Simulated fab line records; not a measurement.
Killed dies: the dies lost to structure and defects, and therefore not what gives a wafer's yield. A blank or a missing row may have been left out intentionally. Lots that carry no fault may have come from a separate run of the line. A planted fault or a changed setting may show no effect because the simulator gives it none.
fab line records | flow n5_finfet
record: lots: 6 wafers: 18 last_day: 18
route steps=1938 shown HKMG_FIN@437 BEOL_M4@1111 PASSIVATION@1936
lots untouched by any fault: they come from a run of this same line in which no faults occurred
start_h: start of the lot's first displayed wafer, in hours after the record's first day | wait_h: hours since the lot's step before | " unchanged from the row above | L1.1+2: one row covering several wafers at once | - either no value or no given start | * or withheld: withheld | < > ~ a bound
route shown NAME@n: NAME is a module with steps in the file, n the number in the route of the first one | usual: mean and standard deviation over wafers with no fault | same: alike in all rows | chamber/n: place in a boat | sites: per-site readings | _std_site: how widely they spread, as a standard deviation | _edge_site: outer sites' mean less inner sites' | radius_mm: for every site, how far away it sits from the centre of the wafer | mask NAME#n: copy n | behind: the last tool/chamber to shape the wafer | hold: reason for holding the lot/hours on hold/outcome of the hold | device: which transistor (n, p or np) failed to switch | end of line: at the end of the route, the tests of the same wafers | step lacking rows: just its recipe | killed: dies lost to structure and defects at the first sort, not the wafer's yield | map: shows each die of a wafer: x if killed, . if not, _ if none is there
set.NAME: the setting that was run; set.NAME@STEP: the one run at that earlier step | model.NAME: the simulator's own value behind a step, which no gauge read
lots at some steps of the route; a table a step, a row a wafer
services: the hour from which a tool's chamber was out of use, counted from the record's first day as start_h (under 0 if before that day), plus the number of hours and why
== steps ==
step: N5_HKMG_FIN_STRIP_34
recipe: chemistry: CF4 resist: SiARC power_w: 300 bias_power_w: 75 pressure_mtorr: 50 cf4_flow_sccm: 150 rf_frequency_hz: 6e+07
usual: drypump_motor_current_A: 5.4/0.38 oes_product_au: 0.78/0.079 rf_vpp_V: 271.1/1.6 showerhead_plenum_p_Torr: 1.80/0.066 throttle_valve_pct: 13.56/0.2
columns lot.wafer tool chamber start_h wait_h drypump_motor_current_A oes_product_au rf_hours_counter_h rf_vpp_V showerhead_plenum_p_Torr throttle_valve_pct
L272.2 rie_diel-04 2 115.06 0.0 4.8 0.91 18 270.4 1.76 13.36
L272.3 " 3 " " 5.6 0.72 171 269.1 1.72 13.63
L272.5 " 0 " " 5.9 0.72 - 269.8 1.73 13.78
L275.3 rie_diel-05 1 136.88 0.0 5.5 0.75 175 269.1 1.73 13.72
L275.4 " 0 " " 5.0 0.81 66 271.9 1.83 13.26
L275.6 " 2 " " 5.9 0.72 - 272.8 1.86 13.56
L276.2 rie_diel-04 3 146.39 0.0 5.6 0.70 181 269.3 1.72 13.66
L276.3 " 0 " " 5.8 0.70 184 269.5 1.73 13.78
L276.4 " 1 " " 5.3 0.70 207 272.9 1.85 13.82
L284.1 rie_diel-02 2 188.53 0.0 5.9 0.71 200 272.5 1.85 13.83
L284.3 " 0 " " 5.7 0.70 202 268.7 1.70 13.63
L284.4 " 3 " " 5.3 0.88 38 271.6 1.85 13.54
L288.3 rie_diel-02 2 204.63 0.0 5.9 0.71 206 272.5 1.85 13.82
L288.5 " 0 " " 5.6 0.70 - 268.2 1.70 13.64
L288.6 " 3 " " 5.3 0.88 - 270.9 1.85 13.54
L289.1 rie_diel-02 3 214.53 0.0 5.4 0.87 47 269.2 1.85 13.53
L289.2 " 2 " " 5.9 0.71 209 272.3 1.85 13.83
L289.3 " 1 " " 5.0 0.84 43 270.6 1.83 13.32
step: N5_HKMG_FIN_ETCH_35
recipe: chemistry: N2/H2 target: SOC target_depth_a: 2158 ion_energy_ev: 65 bias_w: 5 source_w: 3000 time_s: 243.4 pressure_mtorr: 30 n2_flow_sccm: 200 h2_flow_sccm: 200
step: N5_HKMG_FIN_STRIP_92
recipe: chemistry: N2/H2 material: SOC time_s: 20 power_w: 500 temp_c: 40 pressure_mtorr: 50 rf_frequency_hz: 6e+07 bias_power_w: 8 h2_frac: 0.5 n2_flow_sccm: 300 h2_flow_sccm: 300
usual: drypump_motor_current_A: 5.5/0.38 oes_product_au: 0.78/0.084 rf_vpp_V: 54.2/0.76 showerhead_plenum_p_Torr: 3.36/0.12 throttle_valve_pct: 19.0/0.37
columns lot.wafer tool chamber start_h wait_h drypump_motor_current_A oes_product_au rf_hours_counter_h rf_vpp_V showerhead_plenum_p_Torr throttle_valve_pct
L272.2 rie_diel-04 2 115.23 0.1 4.8 0.92 18 56.0 3.28 18.5
L272.3 " 3 " " 5.7 0.71 171 54.6 3.21 18.9
L272.5 " 0 " " 5.9 0.72 - 53.9 3.22 19.1
L275.3 rie_diel-05 1 137.05 0.1 5.5 0.73 175 53.8 3.22 19.2
L275.4 " 0 " " 5.0 0.83 66 54.7 3.41 18.5
L275.6 " 2 " " 5.9 0.73 - 55.4 3.49 19.2
L276.2 rie_diel-04 3 146.56 0.1 5.6 0.70 181 53.6 3.21 18.9
L276.3 " 0 " " 5.9 0.70 184 53.0 3.21 19.2
L276.4 " 1 " " 5.3 0.72 207 53.9 3.44 19.2
L284.1 rie_diel-02 2 188.70 0.1 5.9 0.73 200 54.1 3.49 19.1
L284.3 " 0 " " 5.7 0.70 202 53.5 3.22 19.8
L284.4 " 3 " " 5.4 0.90 39 54.4 3.40 18.7
L288.3 rie_diel-02 2 204.80 0.1 5.9 0.71 206 55.5 3.48 19.1
L288.5 " 0 " " 5.7 0.70 - 53.9 3.22 19.8
L288.6 " 3 " " 5.4 0.88 - 54.7 3.39 18.7
L289.1 rie_diel-02 3 214.69 0.1 5.4 0.87 47 54.0 3.39 18.7
L289.2 " 2 " " 5.9 0.70 209 54.4 3.48 19.1
L289.3 " 1 " " 5.0 0.85 43 54.2 3.41 18.5
step: N5_HKMG_FIN_WET_ETCH_18
recipe: chemistry: SC1 target: TiN mix: 1:1:5 temp_c: * time_s: 55 target_depth_nm: 5.2 dry: ipa_marangoni rinse_time_s: 30 rinse_temp_c: 23
step: N5_HKMG_FIN_STRIP_19
recipe: chemistry: N2/H2 power_w: 2500 temp_c: 300 h2_frac: 0.65 time_s: 360 pressure_mtorr: withheld n2_flow_sccm: 1750 h2_flow_sccm: 3250
step: N5_HKMG_FIN_ALD_91
recipe: material: TiN target_thk_a: 10 temp_c: 400 ald_precursor_family: TiCl4 ald_co_reactant: NH3 pulse_time_s: 1 purge_time_s: 3 co_reactant_purge_time_s: 2 co_reactant_pulse_time_s: 2 ald_cycles: 47 pressure_torr: 3
usual: ald_cycles: 47/0 chamber_pressure_Torr: 3.001/0.0079 heater_power_w: 870/80 precursor_pulse_height_rel: 1.000/0.017
same: co_reactant_pulse_time_s: 2
columns lot.wafer tool chamber start_h wait_h ald_cycles chamber_pressure_Torr heater_power_w precursor_pulse_height_rel
L272.2 ald_metal-02 0 115.76 0.3 47 2.995 756 1.003
L272.3 " 3 " " 47 3.022 866 0.990
L272.5 " 2 " " 47 2.997 853 1.023
L275.3 ald_metal-01 3 137.57 0.1 47 2.987 876 0.994
L275.4 " 2 " " 47 3.017 945 1.000
L275.6 " 1 " " 47 3.000 984 1.018
L276.2 ald_metal-02 0 147.09 0.3 47 3.017 757 0.973
L276.3 " 3 " " 47 2.997 876 0.997
L276.4 " 2 " " 47 3.015 883 0.975
L284.1 ald_metal-02 2 189.23 0.3 47 3.007 865 0.989
L284.3 " 1 " " 47 3.002 817 0.988
L284.4 " 3 " " 47 3.005 892 0.997
L288.3 ald_metal-01 3 205.33 0.1 47 3.008 885 1.004
L288.5 " 2 " " 47 2.999 968 0.993
L288.6 " 1 " " 47 3.004 1044 0.981
L289.1 ald_metal-02 0 215.22 0.3 47 2.992 743 0.984
L289.2 " 2 " " 47 2.990 893 0.971
L289.3 " 3 " " 47 3.001 860 0.985
step: N5_HKMG_FIN_COAT_85
recipe: resist: SOC temp_c: 250 time_s: 60 spin_rpm: 1500 resist_thk_nm: 300
step: N5_HKMG_FIN_ETCH_86
recipe: chemistry: N2/H2 target: SOC target_depth_a: 3932 stop_on: TiN ion_energy_ev: 100 bias_w: 61 pressure_mtorr: 30 source_w: 850 n2_flow_sccm: 200 h2_flow_sccm: 200
step: N5_HKMG_FIN_STRIP_89
recipe: chemistry: N2/H2 material: SOC time_s: 20 power_w: 500 temp_c: 40 pressure_mtorr: 50 rf_frequency_hz: 6e+07 bias_power_w: 8 h2_frac: 0.5 n2_flow_sccm: 300 h2_flow_sccm: 300
usual: drypump_motor_current_A: 5.5/0.38 oes_product_au: 0.76/0.083 rf_vpp_V: 54.1/0.91 showerhead_plenum_p_Torr: 3.33/0.12 throttle_valve_pct: 19.0/0.31
columns lot.wafer tool chamber start_h wait_h drypump_motor_current_A oes_product_au rf_hours_counter_h rf_vpp_V showerhead_plenum_p_Torr throttle_valve_pct
L272.2 rie_diel-04 1 116.16 0.0 5.3 0.72 196 56.5 3.45 19.2
L272.3 " 3 " " 5.6 0.72 171 53.7 3.21 18.9
L272.5 " 0 " " 5.9 0.72 - 53.6 3.22 19.1
L275.3 rie_diel-04 0 138.23 0.0 5.9 0.71 182 54.8 3.21 19.2
L275.4 " 2 " " 4.8 0.91 26 56.1 3.28 18.5
L275.6 " 2 " " 4.8 0.90 - 53.4 3.28 18.5
L276.2 rie_diel-05 2 147.49 0.0 5.9 0.72 185 55.1 3.48 19.2
L276.3 " 1 " " 5.6 0.74 180 55.0 3.22 19.2
L276.4 " 0 " " 4.9 0.81 70 53.4 3.40 18.5
L284.1 rie_diel-02 3 189.72 0.0 5.4 0.89 39 55.1 3.39 18.7
L284.3 " 0 " " 5.7 0.70 202 53.2 3.22 19.8
L284.4 " 2 " " 5.9 0.72 201 54.4 3.48 19.1
L288.3 rie_diel-04 3 205.73 0.0 5.6 0.67 203 52.0 3.20 18.9
L288.5 " 1 " " 5.3 0.70 - 54.2 3.44 19.2
L288.6 " 2 " " 4.8 0.86 - 54.7 3.26 18.6
L289.1 rie_diel-05 3 215.75 0.1 5.7 0.87 28 55.0 3.57 18.8
L289.2 " 2 " " 5.9 0.70 209 54.4 3.47 19.2
L289.3 " 2 " " 5.9 0.70 - 53.4 3.47 19.2
step: N5_HKMG_FIN_WET_ETCH_87
recipe: chemistry: SC1 target: TiN mix: 1:2:40 temp_c: 50 time_s: 154.2 target_depth_nm: 4.7 dry: ipa_marangoni rinse_time_s: 30 rinse_temp_c: 23
step: N5_HKMG_FIN_STRIP_88
recipe: chemistry: N2/H2 power_w: 2500 temp_c: 300 h2_frac: 0.65 time_s: 360 pressure_mtorr: withheld n2_flow_sccm: 1750 h2_flow_sccm: 3250
step: N5_HKMG_FIN_NWFM_ALD_20
recipe: material: TiAlC target_thk_a: 20 temp_c: 300 ald_precursor_family: TiCl4 ald_co_reactant: TEA pulse_time_s: 3 purge_time_s: 2 co_reactant_purge_time_s: 2 co_reactant_pulse_time_s: 10 ald_cycles: 7 pressure_torr: 3
usual: ald_cycles: 7/0 chamber_pressure_Torr: 3.000/0.0073 heater_power_w: 487/39 precursor_pulse_height_rel: 0.997/0.02
same: co_reactant_pulse_time_s: 10
columns lot.wafer tool chamber start_h wait_h ald_cycles chamber_pressure_Torr heater_power_w precursor_pulse_height_rel
L272.2 ald_metal-01 0 116.73 0.3 7 3.004 423 0.998
L272.3 " 1 " " 7 3.011 560 0.962
L272.5 " 1 " " 7 3.002 560 1.003
L275.3 ald_metal-03 1 138.81 0.1 7 2.997 453 1.006
L275.4 " 3 " " 7 3.005 470 1.002
L275.6 " 3 " " 7 2.999 480 1.022
L276.2 ald_metal-03 1 148.06 0.3 7 3.004 442 1.035
L276.3 " 2 " " 7 3.009 496 1.034
L276.4 " 3 " " 7 3.009 480 1.013
L284.1 ald_metal-01 2 190.30 0.3 7 2.999 532 1.035
L284.3 " 0 " " 7 3.005 420 0.992
L284.4 " 3 " " 7 2.999 502 1.012
L288.3 ald_metal-03 0 206.31 0.1 7 2.984 539 0.983
L288.5 " 1 " " 7 3.003 454 0.994
L288.6 " 0 " " 7 2.986 519 0.992
L289.1 ald_metal-03 0 216.37 0.3 7 3.008 532 1.005
L289.2 " 1 " " 7 3.003 461 1.013
L289.3 " 3 " " 7 3.012 481 0.991
step: N5_HKMG_FIN_ALD_71
recipe: material: TiN target_thk_a: 10 temp_c: 400 ald_precursor_family: TiCl4 ald_co_reactant: NH3 pulse_time_s: 1 purge_time_s: 3 co_reactant_purge_time_s: 2 co_reactant_pulse_time_s: 2 ald_cycles: 47 pressure_torr: 3
usual: ald_cycles: 47/0 chamber_pressure_Torr: 2.999/0.0069 heater_power_w: 869/70 precursor_pulse_height_rel: 0.998/0.019
same: co_reactant_pulse_time_s: 2
columns lot.wafer tool chamber start_h wait_h ald_cycles chamber_pressure_Torr heater_power_w precursor_pulse_height_rel
L272.2 ald_metal-01 0 116.83 0.0 47 3.001 744 1.006
L272.3 " 1 " " 47 2.987 988 1.019
L272.5 " 1 " " 47 3.002 989 0.984
L275.3 ald_metal-03 1 138.90 0.0 56 3.012 820 1.003
L275.4 " 3 " " 47 3.002 863 1.011
L275.6 " 3 " " 47 2.994 844 0.988
L276.2 ald_metal-03 1 148.16 0.0 56 3.007 837 1.000
L276.3 " 2 " " 47 2.998 898 1.012
L276.4 " 3 " " 47 3.006 839 0.967
L284.1 ald_metal-01 2 190.39 0.0 47 3.007 932 1.004
L284.3 " 0 " " 47 3.000 759 1.010
L284.4 " 3 " " 47 3.015 884 0.998
L288.3 ald_metal-03 0 206.41 0.0 47 2.998 942 1.000
L288.5 " 1 " " 47 3.008 816 1.012
L288.6 " 0 " " 47 3.002 931 0.993
L289.1 ald_metal-03 0 216.47 0.0 47 2.991 941 0.990
L289.2 " 1 " " 47 3.000 819 0.990
L289.3 " 3 " " 47 3.010 850 0.963
step: N5_HKMG_FIN_COAT_66
recipe: resist: SOC temp_c: 250 time_s: 60 spin_rpm: 1500 resist_thk_nm: 300
step: N5_BEOL_M4_RC_MEAS_101
usual: DIBL_N: 36.9/1.7 DIBL_P: 36.7/2.1 IOFF_N: 0.17/0.032 IOFF_P: 0.22/0.036 ION_N: 674/12 ION_P: 461/7 SS_N: 71.7/0.6 SS_P: 73.4/0.67 VT_N: 249/3.1 VT_P: -250/3.2
columns lot.wafer tool chamber start_h wait_h DIBL_N[mV/V] DIBL_P[mV/V] IOFF_N[nA/um] IOFF_P[nA/um] ION_N[uA/um] ION_P[uA/um] SS_N[mV/dec] SS_P[mV/dec] VT_N[mV] VT_P[mV]
L272.2 prober-01 0 197.12 0.2 39.2 40.7 0.25 0.24 700 465 73.1 74.6 244 -252
L272.3 " 0 " " 36.3 36.8 0.16 0.19 663 442 71.9 73.2 252 -255
L272.5 " 0 " " 40.2 41.3 0.27 0.26 700 462 72.8 74.4 243 -250
L275.3 prober-01 0 222.23 0.3 33.3 32.5 0.13 0.17 665 455 70.2 72.7 251 -251
L275.4 " 0 " " 36.7 36.6 0.17 0.23 673 459 72.0 72.9 247 -248
L275.6 " 0 " " 35.2 35.4 0.15 0.21 668 469 72.7 72.5 250 -251
L276.2 prober-01 0 248.76 0.2 38.3 37.0 0.21 0.22 682 462 71.8 73.1 245 -250
L276.3 " 0 " " 40.8 41.3 0.25 0.31 694 471 72.6 75.5 245 -246
L276.4 " 0 " " 37.2 36.2 0.17 0.21 675 456 71.5 73.8 249 -249
L284.1 prober-02 0 279.11 0.0 37.5 35.7 0.18 0.26 676 471 71.5 73.4 247 -244
L284.3 " 0 " " 35.1 33.5 0.14 0.23 662 466 71.5 72.8 249 -247
L284.4 " 0 " " 34.8 33.6 0.14 0.24 667 467 70.8 72.1 248 -245
L288.3 prober-02 0 295.51 0.3 40.0 40.8 0.26 0.32 698 473 73.2 75.6 244 -245
L288.5 " 0 " " 38.0 38.5 0.20 0.27 691 468 72.0 73.5 250 -246
L288.6 " 0 " " 37.7 38.6 0.20 0.28 682 466 71.4 74.5 247 -246
L289.1 prober-01 0 311.87 0.0 38.3 38.6 0.16 0.23 664 460 71.9 73.7 253 -250
L289.2 " 0 " " 39.1 38.7 0.19 0.25 687 477 72.6 73.6 248 -248
L289.3 " 0 " " 38.0 37.7 0.15 0.22 659 457 71.8 73.3 252 -251
step: N5_PASSIVATION_PROBE_49
usual: defect_limited_yield: 91.7/1.5 killed_at_M0_to_M3: 32/9.6 killed_at_M4_up: 13/5.3 killed_at_contacts: 12/6.8 killed_at_front_end: 36/9.8 killed_at_other: 4/3.1 killed_dies: 98/17 killed_open: 65/13 killed_short: 32/8.5 sort_bin_4_leakage: 0.00/0.007 sort_bin_5_function: 4.9/0.93 sort_bin_6_memory: 3.2/0.67 sort_bin_8_speed: 0.00/0.02 sort_n_pass: 1082/17 sort_yield_pct: 91.7/1.4
same: gross_dies: 1180 killed_at_back_side: 0
columns lot.wafer tool chamber start_h wait_h defect_limited_yield[%] killed_at_M0_to_M3 killed_at_M4_up killed_at_contacts killed_at_front_end killed_at_other killed_dies killed_open killed_short sort_bin_4_leakage[%] sort_bin_5_function[%] sort_bin_6_memory[%] sort_bin_8_speed[%] sort_n_pass sort_yield_pct[%]
L275.3 prober-01 - 318.42 0.1 90.2 51 5 13 47 0 116 87 29 0 5.6 3.9 0 1064 90.2
L275.4 prober-01 - 318.47 0.2 91.9 34 7 20 35 0 96 59 36 0 4.5 3.5 0 1084 91.9
L275.6 prober-01 - 318.57 0.3 90.8 45 12 21 27 3 108 68 40 0 5.3 3.5 0 1072 90.8
L284.1 prober-01 - 386.71 0.0 92.9 19 18 6 38 3 84 58 23 0 3.7 3.1 0 1096 92.9
L284.3 prober-01 - 386.81 0.1 92.4 33 9 15 31 2 90 51 36 0 5.1 2.4 0 1090 92.4
L284.4 prober-01 - 386.86 0.2 93.2 18 12 12 32 6 80 49 30 0 4.1 2.5 0 1100 93.2
L289.1 prober-02 - 422.46 0.0 94.8 16 10 3 31 1 61 35 24 0 2.5 2.2 0 1119 94.8
L289.2 prober-02 - 422.51 0.1 94.3 25 9 11 20 2 67 43 24 0 3.2 2.2 0 1113 94.3
L289.3 prober-02 - 422.56 0.1 93.0 32 12 14 19 6 83 64 18 0 4.1 2.6 0 1097 93.0
killed by level:class
L275.3 STI_FIN_REVEAL:geometric_particle:open=16 BEOL_M0_SAQP:geometric_particle:open=12 FIN_SAQP:geometric_particle:open=11 BEOL_M1:geometric_particle:open=11 MOL_CONTACT_COAG:geometric_particle:open=10 BEOL_M0_SAQP:geometric_particle:short=10 FIN_SAQP:geometric_particle:short=7 BEOL_M3:geometric_particle:open=7
L275.4 MOL_CONTACT_COAG:geometric_particle:open=12 BEOL_M3:geometric_particle:open=10 FIN_SAQP:geometric_particle:short=9 MOL_CONTACT_COAG:geometric_particle:short=8 FIN_SAQP:geometric_particle:open=7 BEOL_M1:geometric_particle:open=6 STI_FIN_REVEAL:geometric_particle:open=4 BEOL_M0_SAQP:geometric_particle:open=4
L275.6 MOL_CONTACT_COAG:geometric_particle:open=15 BEOL_M2:geometric_particle:open=11 FIN_SAQP:geometric_particle:short=10 BEOL_M0_SAQP:geometric_particle:short=9 BEOL_M0_SAQP:geometric_particle:open=8 BEOL_M4:geometric_particle:open=7 BEOL_M3:geometric_particle:open=6 STI_FIN_REVEAL:geometric_particle:open=6
L284.1 FIN_SAQP:geometric_particle:open=10 FIN_SAQP:geometric_particle:short=7 STI_FIN_REVEAL:geometric_particle:open=6 MOL_CONTACT_COAG:geometric_particle:open=6 BEOL_M4:geometric_particle:short=6 BEOL_M1:geometric_particle:open=5 BEOL_M3:geometric_particle:open=5 GATE_CUT:geometric_particle:open=4
L284.3 MOL_CONTACT_COAG:geometric_particle:open=12 BEOL_M0_SAQP:geometric_particle:short=11 BEOL_M4:geometric_particle:open=8 FIN_SAQP:geometric_particle:open=7 GATE_CUT:geometric_particle:short=6 BEOL_M1:geometric_particle:open=5 FIN_SAQP:geometric_particle:short=4 BEOL_M0_SAQP:geometric_particle:open=4
L284.4 MOL_CONTACT_COAG:geometric_particle:open=8 BEOL_M4:geometric_particle:open=8 DUMMY_GATE:geometric_particle:open=6 BEOL_M2:geometric_particle:open=5 FIN_SAQP:geometric_particle:open=4 FIN_SAQP:geometric_particle:short=4 STARTING-WAFER:geometric_particle:open=4 MIM_TOP_ETCH:geometric_particle:short=4
L289.1 ILD0:geometric_particle:short=8 BEOL_M0_SAQP:geometric_particle:short=6 BEOL_M4:geometric_particle:open=6 FIN_SAQP:geometric_particle:open=5 STARTING-WAFER:geometric_particle:open=5 ILD0:geometric_particle:open=4 MOL_CONTACT_COAG:geometric_particle:open=3 BEOL_M1:geometric_particle:open=3
L289.2 MOL_CONTACT_COAG:geometric_particle:open=8 BEOL_M2:geometric_particle:open=7 GATE_CUT:geometric_particle:short=4 BEOL_M1:geometric_particle:open=4 MOL_CONTACT_COAG:geometric_particle:short=3 BEOL_M0_SAQP:geometric_particle:short=3 BEOL_M0:geometric_particle:open=3 BEOL_M1:geometric_particle:short=3
L289.3 MOL_CONTACT_COAG:geometric_particle:open=14 BEOL_M2:geometric_particle:open=11 BEOL_M1:geometric_particle:open=6 BEOL_M3:geometric_particle:open=6 BEOL_M4:geometric_particle:open=6 BEOL_M0_SAQP:geometric_particle:short=5 FIN_SAQP:geometric_particle:short=4 GATE_CUT:geometric_particle:open=4
== services ==
columns tool chamber start_h hours kind
ald_metal-02 - 96.09 3.1 repair
rie_diel-04 - 99.96 4.3 pm
rie_diel-02 - 110.97 2.8 pm
rie_diel-05 0 113.45 3.9 repair
rie_diel-05 - 116.55 0.5 repair
rie_diel-05 3 117.37 - clean
rie_diel-05 3 117.37 - consumable_replace:focus_ring
rie_diel-05 3 117.37 - consumable_replace:showerhead
rie_diel-05 3 117.37 14.9 scheduled_down
rie_diel-05 3 117.37 14.9 vent_cycle
rie_diel-04 3 144.48 1.3 repair
rie_diel-04 1 165.57 6.6 repair
ald_metal-01 0 167.88 - calibration
rie_diel-02 1 169.13 2.1 repair
ald_metal-02 - 174.68 8.7 pm
ald_metal-03 2 184.91 2.0 repair
ald_metal-02 2 186.84 - calibration
ald_metal-02 1 206.93 17.4 repair
rie_diel-04 - 212.45 14.6 pm
rie_diel-05 0 213.96 11.5 repair
== key ==
first_sign: step: N5_HKMG_FIN_ALD_71 reading: ald_cycles direction: up sigmas: 99+ usual: * struck: *
effect none on later readings
met_at N5_HKMG_FIN_ALD_71
struck_wafers L275.3,L276.2
fault: kind: process_parameter_drift tool: ald_metal-03 chamber: 1 onset_h: 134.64 steps: N5_HKMG_FIN_ALD_71 channel: ald_cycles offset: * shape: step end_h: 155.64 acts_in: * stated: *
